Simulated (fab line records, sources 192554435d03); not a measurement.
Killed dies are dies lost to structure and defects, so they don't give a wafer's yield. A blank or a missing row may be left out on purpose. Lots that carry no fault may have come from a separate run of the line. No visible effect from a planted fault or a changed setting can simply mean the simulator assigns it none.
Matching of chambers -- flow n5_finfet -- rie_diel-06 running N5_BEOL_M5_ETCH_72: 4 sister chambers
The step etches underlayer in N2/H2, target depth 6.5 nm, time 5.2 s. 20 wafers are shown with their chamber, then 10 later ones without.

WAFERS WITH THEIR CHAMBER
wafer,chamber,drypump_motor_current_A (A),showerhead_plenum_p_Torr (Torr),throttle_valve_pct (%)
L075.2,2,6.1,2.65,17.99
L075.3,0,5.4,2.59,17.70
L075.4,1,5.8,2.61,17.98
L079.1,3,5.7,2.63,18.14
L079.4,0,5.4,2.58,17.74
L079.5,3,5.7,2.63,18.16
L082.2,3,5.7,2.63,18.17
L082.3,2,6.1,2.64,18.02
L082.6,3,5.7,2.63,18.17
L083.3,2,6.1,2.64,18.06
L083.4,2,6.1,2.64,18.05
L083.5,1,5.8,2.61,18.01
L084.4,1,5.8,2.61,18.02
L084.5,2,6.1,2.64,18.09
L084.6,0,5.4,2.57,17.76
L085.3,1,5.8,2.61,18.02
L085.5,0,5.3,2.58,17.75
L085.6,2,6.1,2.64,18.05
L089.1,2,6.1,2.64,18.06
L089.2,0,5.4,2.57,17.79

SIGNATURES, as means of the wafers listed above
reading,chamber 0,chamber 1,chamber 2,chamber 3,scatter within a chamber
drypump_motor_current_A,5.380,5.800,6.100,5.700,0.0224
showerhead_plenum_p_Torr,2.5780,2.6100,2.6414,2.6300,0.00478
throttle_valve_pct,17.7480,18.0075,18.0457,18.1600,0.0275
Rule: a wafer's distance from a chamber is the root of the sum, over the readings, of the square of ((its reading less the chamber's mean) divided by the reading's scatter). If the next closest chamber is less than 2 further off than the closest, the wafer can't be placed; otherwise it belongs to the closest. How the scatter is found: for the shown wafers, subtract from each reading the mean of its chamber, square and add these, divide the total by (wafers less chambers), then take the root.

WAFERS WHOSE CHAMBER IS MISSING
wafer,drypump_motor_current_A (A),showerhead_plenum_p_Torr (Torr),throttle_valve_pct (%)
L089.4,5.8,2.60,18.03
L094.1,6.1,2.63,18.07
L094.5,5.7,2.62,17.65
L094.6,5.3,2.57,17.77
L093.1,5.7,2.62,17.70
L093.4,6.1,2.63,18.11
L093.6,5.7,2.62,17.66
L096.1,5.8,2.60,17.51
L096.3,6.1,2.63,18.10
L096.6,5.7,2.60,17.50

CHAMBER TAKEN BY EACH
wafer,from the rows above,in truth
L089.4,1,1
L094.1,2,2
L094.5,1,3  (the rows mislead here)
L094.6,0,0
L093.1,1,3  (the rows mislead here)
L093.4,2,2
L093.6,1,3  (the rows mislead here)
L096.1,1,1
L096.3,2,2
L096.6,can't be placed: 0 or 1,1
Placed correctly: 6 of 10. Not placeable from these rows: 1 (in 1, the candidates include the true chamber). Number placed wrongly: 3.
